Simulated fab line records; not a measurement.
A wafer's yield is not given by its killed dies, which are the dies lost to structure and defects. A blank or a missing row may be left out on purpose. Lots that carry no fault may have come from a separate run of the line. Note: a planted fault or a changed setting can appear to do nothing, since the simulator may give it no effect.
Struck lot and sound lot, side by side    flow n5-finfet    41 out of 1938 route steps
Sound: these wafers, L253.3, L253.4, L253.5. Struck: wafer L257.4. Last of all comes the cause.
Order at every step that has rows: each side's tool, ch and its chambers, its first start. Under that, the readings that differ: sound wafers    struck wafers    difference of the means    sigmas: that difference in standard deviations of wafers without a fault.
alike: same words and numbers on both sides, and readings whose means sit less than 2 such deviations apart. not compared: any withheld reading, any reading some wafer has no value for, any bound like >300 that may hide the same value, and any number with overlapping values for which the record gives no deviation.
Wherever a step has rows on one side only, a row that says differs or no value, or a row with sigmas, the two part there. Numbers that have no deviation but don't overlap get no sigmas and don't part them. A reading missing from all wafers of one side parts the sides only when that side holds two or more wafers.

first, 9 steps without rows for these wafers: N5_BEOL_M4_ANNEAL_95 (time 240 s); N5_BEOL_M4_SPUTTER_96 (material Cu, target thk 4.5 nm, time 8.29 s); N5_BEOL_M4_ECD_50 (material Cu, target thk 300 nm); N5_BEOL_M4_ANNEAL_51 (time 90 s); N5_BEOL_M4_CMP_52 (polishes, stops on SiOC, t overpolish 6.8 s, target thk 40 nm); N5_BEOL_M4_PRE_CLEAN_60 (time 15 s); N5_BEOL_M4_CO_CAP_55 (material Co, precursor CCTBA/H2, target thk 2 nm, time 102.1 s); N5_BEOL_M4_PRE_CLEAN_56 (time 15 s); N5_BEOL_M4_DEP_57 (deposits SiCN from 3MS/NH3, target thk 8 nm, time 14 s).
N5_BEOL_M4_RC_MEAS_101:
  sound on prober-02 ch 0, day 12 07:04; struck on prober-01 ch 0, day 12 19:05
  alike: DIBL_N, DIBL_P, IOFF_N, IOFF_P, ION_N, ION_P, SS_N, SS_P, VT_N, VT_P
then, 24 steps without rows for these wafers: N5_BEOL_M5_ILD_DEP_00 (deposits SiCOH lowk from DEMS/porogen, target thk 140.64 nm, time 25.9 s); N5_BEOL_M5_CURE_79 (cures SiCOH lowk, time 240 s); N5_BEOL_M5_PECVD_70 (deposits SiO2 from TEOS/O2, target thk 16 nm, time 18 s); N5_BEOL_M5_HM_DEP_02 (deposits TiN, target thk 20 nm); N5_BEOL_M5_COAT_59 (time 60 s, resist thk 60 nm); N5_BEOL_M5_COAT_60 (time 60 s, resist thk 12 nm); N5_BEOL_M5_COAT_71 (time 60 s, resist thk 5 nm); N5_BEOL_M5_COAT_05 (resist thk 30 nm); N5_BEOL_M5_EBR_07; N5_BEOL_M5_SOFTBAKE_06 (time 60 s); N5_BEOL_M5_EXPOSE_08 (exposes mask M5, target cd 28 nm); N5_BEOL_M5_PEB_09 (peb time 60 s); N5_BEOL_M5_DEVELOP_10 (develop time 30 s); N5_BEOL_M5_DESCUM_16 (chemistry O2, time 7 s); N5_BEOL_M5_ETCH_72 (etches underlayer in N2/H2, target depth 6.5 nm, time 5.2 s); N5_BEOL_M5_ETCH_61 (etches SiARC in CF4, target depth 15.6 nm, time 26 s); N5_BEOL_M5_ETCH_62 (etches SOC in N2/H2, target depth 75 nm, overetch 15 nm, time 112.5 s); N5_BEOL_M5_STRIP_63 (strips in N2/H2); N5_BEOL_M5_STRIP_73 (strips in N2/H2); N5_BEOL_M5_STRIP_64 (strips in CF4); N5_BEOL_M5_HM_OPEN_17 (chemistry Cl2/BCl3, target TiN, target depth 20 nm, overetch 6 nm); N5_BEOL_M5_STRIP_19 (strips in O2); N5_BEOL_M5_COAT_65 (time 60 s, resist thk 60 nm); N5_BEOL_M5_COAT_66 (time 60 s, resist thk 12 nm).
N5_BEOL_M7_HM_DEP_02: deposits TiN, target thk 20 nm.
  sound: pvd-sputter-01 at day 13 09:30; struck: pvd-sputter-01 at day 13 23:58
reading                                     sound         struck  difference  sigmas
model.TiN_of_BEOL_M7_HM_DEP_02.thk-nm (nm)  19.8 20 19.8  35.6    +15.7       
  alike: susceptor-temp-C, throttle-valve-pct
N5_BEOL_M7_HM_OPEN_17: chemistry Cl2/BCl3, target TiN, target depth 20 nm, overetch 6 nm.
  sound on rie-metal-02 ch 0,1, day 13 10:21; struck on rie-metal-02 ch 0, day 14 01:25
reading                   sound              struck  difference  sigmas
model.etch.depth-nm (nm)  19.82 19.93 19.88  25.82   +5.94       
  alike: drypump-motor-current-A, oes-product-au, throttle-valve-pct
  not compared: rf-hours-counter-h
N5_BEOL_M7_VIA_ETCH_34: etches SiCOH lowk in C4F6/O2, target depth 125.5 nm, time 50.5 s.
  sound on rie-diel-05 ch 2,3, day 13 14:14; struck on rie-diel-06 ch 2, day 14 03:38
reading                sound           struck  difference  sigmas
oes-product-au (a.u.)  0.87 0.88 0.69  0.26    -0.55       -8
  alike: drypump-motor-current-A, rf-vpp-V, showerhead-plenum-p-Torr, throttle-valve-pct
  not compared: rf-hours-counter-h
N5_BEOL_M7_TRENCH_ETCH_37: etches SiCOH lowk in C4F6/O2, target depth 93.478 nm, time 31.2 s.
  sound: rie-diel-05 ch 2,3; struck: rie-diel-06 ch 2
reading                                     sound              struck  difference  sigmas
throttle-valve-pct (%)                      20.87 20.88 20.71  21.32   +0.50       +2
model.TiN_of_BEOL_M7_HM_DEP_02.thk-nm (nm)  17.2 17.2 17.2     33      +16         
  alike: drypump-motor-current-A, oes-product-au, rf-vpp-V, showerhead-plenum-p-Torr
  not compared: rf-hours-counter-h
N5_BEOL_M7_OCD_MEAS_38:
  sound: ocd-02 at day 13 14:29; struck: ocd-02 at day 14 03:53
  not compared: trench-depth-nm
N5_BEOL_M7_CD_MEAS_35: target cd 40 nm.
  sound: cd-sem-03 at day 13 14:38; struck: cd-sem-01 at day 14 04:02
  not compared: cd-nm
-- a jump in the record: the struck wafers' starts before and after are 4 days apart (it breaks off in module BEOL_M7 and resumes in module PASSIVATION, where the first step shown is number 1936 of the route) --
N5_PASSIVATION_PROBE_49:
  only the struck wafers here have rows in the record (prober-02, day 18 06:49); the sound ones have none

== WHERE THEY PART ==
Earliest at N5_BEOL_M7_VIA_ETCH_34; latest, in this record, at N5_PASSIVATION_PROBE_49.

WHY: what had been put in by the simulator
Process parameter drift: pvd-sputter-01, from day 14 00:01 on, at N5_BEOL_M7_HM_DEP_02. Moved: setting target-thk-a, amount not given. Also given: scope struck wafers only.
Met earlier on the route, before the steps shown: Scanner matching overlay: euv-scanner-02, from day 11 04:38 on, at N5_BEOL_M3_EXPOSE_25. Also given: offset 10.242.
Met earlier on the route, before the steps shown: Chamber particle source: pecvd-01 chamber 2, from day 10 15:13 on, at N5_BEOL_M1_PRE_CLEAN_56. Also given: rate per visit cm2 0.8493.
